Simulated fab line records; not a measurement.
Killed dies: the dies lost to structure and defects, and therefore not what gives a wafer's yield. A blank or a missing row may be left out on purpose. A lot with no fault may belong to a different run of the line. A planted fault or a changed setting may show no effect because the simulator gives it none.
fab line records ; flow n5-finfet ; part 2 of 2: steps 5 to 6 of 6
record lots=21; wafers=63; last-day=18
route steps=1938 shown FIN_CUT@175 STI_FIN_REVEAL@187 SD_EPI_N@274 SD_EPI_P@306
lots that met no fault: taken from a fault-free run of the same line
start-h: hours from the record's opening day to when the first of the lot's shown wafers began ; wait-h: hours elapsed since this lot's preceding step ; " the same as in the row above ; L1.1+2: a single row standing in for several wafers ; - no value present, or no start provided ; * or withheld: withheld ; < > ~ a bound
route shown NAME@n: a module of which the file shows steps, and the number in the route of the first ; usual: the fault-free wafers' mean and standard deviation ; same: alike in all rows ; chamber/n: place in a boat ; sites: each site's reading ; _std_site: standard deviation across them ; _edge_site: the outer-site mean with the inner-site mean subtracted ; radius-mm: for every site, how far away it sits from the centre of the wafer ; mask NAME#n: copy n ; behind: the most recent tool/chamber to have shaped the wafer ; hold: why the lot went on hold/how many hours it stayed there/how the hold came to an end ; device: which transistor (n, p or np) failed to switch ; end of line: tests run on the same wafers once the route is complete ; where a step has no rows: the recipe by itself ; killed: not the wafer's yield, but the dies lost to structure and defects at the first sort ; map: the dies of a wafer, with x for killed, . for not killed, _ for no die there
set.NAME: the run value of the setting; set.NAME@STEP: its run value at that earlier step ; model.NAME: the simulator's own value behind a step, which no gauge read
steps of the route over a sample of lots; a table a step, a row a wafer
services: when a tool's chamber went out of use (start-h, in hours from the record's first day, below 0 if earlier), for how many hours, and the reason
## steps
# step N5_SD_EPI_N_ETCH_45
# recipe chemistry=CH3F/O2; target=SiOCN; target-depth-a=60; mask-material=SOC; ion-energy-ev=60; bias-w=29; pressure-mtorr=15; source-w=410; Ar_flow_sccm=150; CH3F_flow_sccm=30; O2_flow_sccm=20
# usual bias-w=28.99/0.09; drypump-motor-current-A=5.9/0.5; oes-product-au=0.77/0.085; rf-vpp-V=127.6/1.1; showerhead-plenum-p-Torr=2.02/0.076; throttle-valve-pct=23.26/0.29
lot.wafer;tool;chamber;start-h;wait-h;bias-w;drypump-motor-current-A;oes-product-au;rf-hours-counter-h;rf-vpp-V;showerhead-plenum-p-Torr;throttle-valve-pct
L074.2;rie-diel-05;0;51.10;0.1;28.99;5.6;0.71;202;126.5;2.07;23.64
L074.5;rie-diel-05;1;51.10;0.1;28.83;6.5;0.75;-;128.5;1.98;22.82
L074.6;rie-diel-05;2;51.10;0.1;29.03;5.6;0.74;-;129.4;2.09;23.61
L075.2;rie-diel-01;3;54.63;0.1;29.08;5.1;0.93;11;127.5;1.97;23.04
L075.3;rie-diel-01;0;54.63;0.1;29.03;6.8;0.78;126;126.4;2.02;23.54
L075.5;rie-diel-01;3;54.63;0.1;29.09;5.1;0.93;-;126.5;1.97;23.04
L077.1;rie-diel-02;3;68.15;0.1;28.92;6.0;0.68;250;127.3;1.89;23.59
L077.2;rie-diel-02;0;68.15;0.1;29.10;6.2;0.74;163;128.2;2.07;22.92
L077.5;rie-diel-02;0;68.15;0.1;29.02;6.2;0.73;-;129.7;2.07;22.92
L078.1;rie-diel-01;0;73.37;0.1;29.11;6.8;0.76;133;128.7;2.01;23.55
L078.4;rie-diel-01;1;73.37;0.1;29.01;6.1;0.87;58;128.4;2.11;23.34
L078.6;rie-diel-01;3;73.37;0.1;28.98;5.1;0.91;-;125.7;1.97;23.04
L079.2;rie-diel-02;2;81.49;0.1;28.79;5.7;0.87;46;126.9;2.02;23.16
L079.3;rie-diel-02;0;81.49;0.1;29.00;6.2;0.73;168;129.3;2.07;22.93
L079.4;rie-diel-02;2;81.49;0.1;28.86;5.6;0.87;-;127.0;2.02;23.18
L080.1;rie-diel-05;0;90.19;0.1;28.96;5.6;0.70;213;126.8;2.07;23.63
L080.3;rie-diel-05;1;90.19;0.1;29.05;6.5;0.73;172;126.4;1.98;22.82
L080.4;rie-diel-05;3;90.19;0.1;29.06;6.2;0.73;204;127.5;1.89;23.17
L081.2;rie-diel-02;3;93.10;0.1;29.10;6.0;1.02;1;127.7;2.14;23.46
L081.5;rie-diel-02;2;93.10;0.1;28.85;5.7;0.85;-;128.1;2.01;23.18
L081.6;rie-diel-02;3;93.10;0.1;28.94;6.0;1.02;-;129.3;2.14;23.47
L082.1;rie-diel-05;1;97.39;0.1;29.04;6.5;0.73;174;128.5;1.98;22.83
L082.5;rie-diel-05;0;97.39;0.1;28.92;5.6;0.71;-;129.9;2.07;23.63
L082.6;rie-diel-05;1;97.39;0.1;28.89;6.5;0.73;-;127.5;1.98;22.83
L083.1;rie-diel-05;0;106.25;0.1;29.02;5.6;0.70;217;128.6;2.07;23.65
L083.3;rie-diel-05;3;106.25;0.1;28.89;6.2;0.73;209;127.4;1.89;23.19
L083.4;rie-diel-05;2;106.25;0.1;29.02;5.5;0.72;165;128.7;2.08;23.64
L084.1;rie-diel-05;1;111.49;0.1;29.06;6.5;0.72;179;128.1;1.97;22.85
L084.3;rie-diel-05;3;111.49;0.1;28.97;6.2;0.73;211;125.6;1.89;23.18
L084.6;rie-diel-05;0;111.49;0.1;29.10;5.6;0.70;-;126.7;2.07;23.65
L085.1;rie-diel-02;3;118.15;0.1;28.89;6.0;0.95;13;128.8;2.14;23.50
L085.3;rie-diel-02;2;118.15;0.1;29.07;5.6;0.83;63;127.4;2.01;23.21
L085.6;rie-diel-02;0;118.15;0.1;29.00;6.2;0.72;-;128.5;2.06;22.95
L086.3;rie-diel-02;3;124.77;0.1;28.77;6.0;0.95;15;128.3;2.14;23.49
L086.4;rie-diel-02;2;124.77;0.1;28.86;5.6;0.83;66;127.3;2.01;23.19
L086.5;rie-diel-02;3;124.77;0.1;28.93;6.0;0.95;-;128.5;2.14;23.48
L087.1;rie-diel-05;2;129.20;0.1;28.93;5.5;0.72;170;128.8;2.08;23.65
L087.4;rie-diel-05;3;129.20;0.1;28.92;6.2;0.73;218;124.8;1.89;23.18
L087.5;rie-diel-05;3;129.20;0.1;29.03;6.2;0.74;-;126.6;1.89;23.17
L088.1;rie-diel-05;3;135.27;0.1;28.96;6.2;0.72;220;126.9;1.89;23.19
L088.3;rie-diel-05;1;135.27;0.1;28.99;6.5;0.73;187;127.0;1.97;22.84
L088.6;rie-diel-05;3;135.27;0.1;29.01;6.2;0.72;-;126.7;1.89;23.20
L089.1;rie-diel-05;1;140.19;0.1;29.03;6.5;0.73;189;127.4;1.97;22.86
L089.3;rie-diel-05;2;140.19;0.1;28.83;5.6;0.72;174;128.3;2.08;23.63
L089.5;rie-diel-05;1;140.19;0.1;28.94;6.5;0.72;-;127.3;1.97;22.86
L090.2;rie-diel-01;3;146.43;0.1;28.94;5.1;0.86;42;127.8;1.96;23.09
L090.4;rie-diel-01;1;146.43;0.1;28.94;6.2;0.84;81;129.5;2.11;23.36
L090.6;rie-diel-01;3;146.43;0.1;28.97;5.1;0.86;-;127.6;1.96;23.09
L091.1;rie-diel-01;3;152.56;0.1;29.04;5.1;0.86;44;127.1;1.96;23.10
L091.5;rie-diel-01;1;152.56;0.1;28.93;6.1;0.84;-;126.4;2.10;23.37
L091.6;rie-diel-01;0;152.56;0.1;29.02;6.8;0.75;-;126.8;2.01;23.58
L092.4;rie-diel-01;3;157.03;0.1;28.94;5.1;0.86;45;126.9;1.96;23.08
L092.5;rie-diel-01;3;157.03;0.1;28.87;5.1;0.86;-;127.0;1.96;23.09
L092.6;rie-diel-01;2;157.03;0.1;28.99;4.9;0.71;-;125.3;1.90;23.32
L093.2;rie-diel-02;0;163.80;0.1;29.12;6.2;0.71;200;127.5;2.06;22.98
L093.4;rie-diel-02;2;163.80;0.1;29.20;5.7;0.82;81;127.3;2.00;23.21
L093.5;rie-diel-02;3;163.80;0.1;29.01;6.0;0.91;-;130.8;2.13;23.49
L094.2;rie-diel-02;0;169.62;0.1;29.12;6.2;0.71;202;127.0;2.06;22.98
L094.4;rie-diel-02;3;169.62;0.1;28.89;6.0;0.91;31;130.0;2.13;23.50
L094.6;rie-diel-02;1;169.62;0.1;28.92;6.5;0.92;-;127.8;2.12;22.88
L097.4;rie-diel-02;2;190.77;0.1;28.92;5.6;0.82;-;127.9;2.00;23.23
L097.5;rie-diel-02;1;190.77;0.1;29.01;6.5;0.91;-;129.1;2.12;22.90
L097.6;rie-diel-02;0;190.77;0.1;29.22;6.2;0.72;-;127.2;2.05;22.99
# step N5_SD_EPI_P_DESCUM_14
# recipe chemistry=O2; time-s=7.9; source-power-w=50; bias-power-w=20; pressure-mtorr=20; rf-frequency-hz=2.712e+07; temp-c=40; resist=CAR-ArF-block; o2-flow-sccm=225
# usual drypump-motor-current-A=5.9/0.37; oes-product-au=0.74/0.055; rf-vpp-V=243.6/1.4; showerhead-plenum-p-Torr=2.12/0.061; throttle-valve-pct=20.54/0.24
lot.wafer;tool;chamber;start-h;wait-h;drypump-motor-current-A;oes-product-au;rf-hours-counter-h;rf-vpp-V;showerhead-plenum-p-Torr;throttle-valve-pct
L074.2;rie-diel-03;3;55.26;0.0;6.3;0.70;226;244.3;2.16;20.36
L074.5;rie-diel-03;1;55.26;0.0;5.7;0.73;-;244.9;2.16;20.38
L074.6;rie-diel-03;2;55.26;0.0;5.7;0.84;-;241.1;2.05;20.32
L075.2;rie-diel-04;0;59.93;0.3;6.1;0.91;35;242.2;2.14;19.98
L075.3;rie-diel-04;2;59.93;0.3;6.4;0.70;199;244.9;2.15;20.66
L075.5;rie-diel-04;2;59.93;0.3;6.3;0.71;-;243.3;2.15;20.65
L077.1;rie-diel-03;0;72.32;0.0;6.2;0.72;195;245.1;2.18;20.84
L077.2;rie-diel-03;2;72.32;0.0;5.7;0.83;60;242.2;2.05;20.31
L077.5;rie-diel-03;0;72.32;0.0;6.2;0.72;-;244.8;2.18;20.84
L078.1;rie-diel-06;2;77.29;0.0;5.5;0.84;51;241.5;2.04;20.32
L078.4;rie-diel-06;1;77.29;0.0;5.3;0.78;112;243.3;2.12;20.52
L078.6;rie-diel-06;0;77.29;0.0;5.4;0.72;-;242.9;2.09;20.78
L079.2;rie-diel-06;3;85.40;0.0;6.0;0.72;172;243.8;1.99;20.64
L079.3;rie-diel-06;0;85.40;0.0;5.4;0.72;164;242.7;2.08;20.81
L079.4;rie-diel-06;2;85.40;0.0;5.5;0.84;52;241.4;2.04;20.30
L080.1;rie-diel-06;1;94.29;0.2;5.3;0.78;116;245.1;2.12;20.52
L080.3;rie-diel-06;2;94.29;0.2;5.5;0.83;55;241.4;2.04;20.33
L080.4;rie-diel-06;0;94.29;0.2;5.4;0.71;167;243.0;2.08;20.82
L081.2;rie-diel-03;1;97.27;0.0;5.7;0.73;167;244.5;2.16;20.40
L081.5;rie-diel-03;0;97.27;0.0;6.2;0.71;-;243.7;2.18;20.85
L081.6;rie-diel-03;3;97.27;0.0;6.3;0.70;-;242.9;2.16;20.38
L082.1;rie-diel-06;2;101.59;0.0;5.5;0.83;56;243.8;2.04;20.32
L082.5;rie-diel-06;0;101.59;0.0;5.4;0.72;-;244.0;2.08;20.80
L082.6;rie-diel-06;3;101.59;0.0;6.0;0.73;-;239.9;1.99;20.65
L083.1;rie-diel-03;3;110.36;0.0;6.3;0.69;242;244.9;2.16;20.39
L083.3;rie-diel-03;1;110.36;0.0;5.7;0.71;171;244.0;2.16;20.41
L083.4;rie-diel-03;1;110.36;0.0;5.7;0.72;-;245.3;2.16;20.39
L084.1;rie-diel-04;2;115.42;0.0;6.4;0.69;213;242.4;2.15;20.67
L084.3;rie-diel-04;1;115.42;0.0;6.3;0.77;123;245.7;2.18;20.30
L084.6;rie-diel-04;1;115.42;0.0;6.3;0.76;-;245.5;2.18;20.28
L085.1;rie-diel-06;2;121.99;0.0;5.5;0.81;62;243.4;2.04;20.32
L085.3;rie-diel-06;1;121.99;0.0;5.3;0.76;124;244.6;2.11;20.54
L085.6;rie-diel-06;1;121.99;0.0;5.3;0.78;-;242.7;2.12;20.55
L086.3;rie-diel-06;0;128.78;0.0;5.4;0.72;177;242.4;2.08;20.82
L086.4;rie-diel-06;3;128.78;0.0;6.0;0.72;184;242.1;1.99;20.65
L086.5;rie-diel-06;2;128.78;0.0;5.5;0.81;-;240.8;2.04;20.33
L087.1;rie-diel-03;1;133.16;0.0;5.7;0.72;182;244.3;2.15;20.43
L087.4;rie-diel-03;1;133.16;0.0;5.7;0.71;-;243.8;2.15;20.42
L087.5;rie-diel-03;0;133.16;0.0;6.2;0.70;-;245.6;2.17;20.85
L088.1;rie-diel-04;1;139.58;0.4;6.3;0.77;131;243.8;2.18;20.30
L088.3;rie-diel-04;2;139.58;0.4;6.4;0.69;220;243.8;2.14;20.68
L088.6;rie-diel-04;3;139.58;0.4;5.3;0.75;-;245.9;2.17;20.73
L089.1;rie-diel-04;3;145.36;0.0;5.3;0.75;176;245.2;2.17;20.74
L089.3;rie-diel-04;0;145.36;0.0;6.1;0.87;55;243.6;2.13;20.02
L089.5;rie-diel-04;0;145.36;0.0;6.1;0.88;-;243.4;2.13;19.99
L090.2;rie-diel-03;3;150.25;0.0;6.3;0.68;258;243.9;2.15;20.41
L090.4;rie-diel-03;1;150.25;0.0;5.7;0.71;-;244.5;2.15;20.45
L090.6;rie-diel-03;0;150.25;0.0;6.2;0.70;-;243.8;2.17;20.89
L091.1;rie-diel-03;0;157.90;0.9;6.2;0.69;226;244.3;2.17;20.88
L091.5;rie-diel-03;0;157.90;0.9;6.2;0.70;-;246.5;2.17;20.89
L091.6;rie-diel-03;3;157.90;0.9;6.3;0.67;-;243.2;2.15;20.41
L092.4;rie-diel-04;3;160.95;0.0;5.3;0.75;181;242.7;2.17;20.75
L092.5;rie-diel-04;2;160.95;0.0;6.4;0.69;-;243.9;2.14;20.69
L092.6;rie-diel-04;3;160.95;0.0;5.3;0.75;-;244.7;2.17;20.74
L093.2;rie-diel-03;2;169.47;0.0;5.7;0.83;67;242.7;2.05;20.33
L093.4;rie-diel-03;2;169.47;0.0;5.7;0.83;-;242.6;2.05;20.32
L093.5;rie-diel-03;0;169.47;0.0;6.2;0.68;-;243.8;2.16;20.89
L094.2;rie-diel-03;2;173.75;0.0;5.7;0.82;69;242.4;2.05;20.34
L094.4;rie-diel-03;2;173.75;0.0;5.7;0.83;-;243.4;2.05;20.33
L094.6;rie-diel-03;0;173.75;0.0;6.2;0.68;-;242.3;2.16;20.88
L097.4;rie-diel-06;3;194.89;0.2;6.0;0.71;202;241.1;1.98;20.69
L097.5;rie-diel-06;3;194.89;0.2;6.0;0.70;-;240.9;1.98;20.68
L097.6;rie-diel-06;2;194.89;0.2;5.4;0.81;-;242.2;2.03;20.36
## services
tool;chamber;start-h;hours;kind
cmp-01;-;9.66;1.5;repair
cmp-02;-;10.13;2.3;repair
cmp-01;-;12.45;7.3;pm
cmp-01;-;30.73;7.4;pm
rie-diel-03;-;33.56;5.8;repair
vapor-etch-01;-;41.08;0.1;repair
rie-diel-02;0;44.15;1.3;repair
rie-diel-02;-;44.53;0.1;repair
rie-diel-02;1;54.43;23.6;repair
cmp-02;-;57.62;0.4;repair
rie-diel-06;2;61.78;5.3;repair
rie-diel-04;0;63.01;9.9;repair
cmp-01;-;63.89;11.1;repair
cmp-01;-;75.45;0.9;repair
cmp-01;-;84.11;1.6;repair
cmp-01;-;89.03;4.0;pm
rie-diel-02;1;90.78;3.3;repair
rie-diel-03;2;91.92;5.7;repair
rie-diel-03;2;104.37;62.3;repair
cmp-02;-;104.74;0.3;repair
rie-diel-05;2;107.24;8.5;repair
rie-diel-01;3;165.61;6.2;repair
cmp-01;-;168.40;1.6;repair
cmp-02;-;183.85;5.1;pm
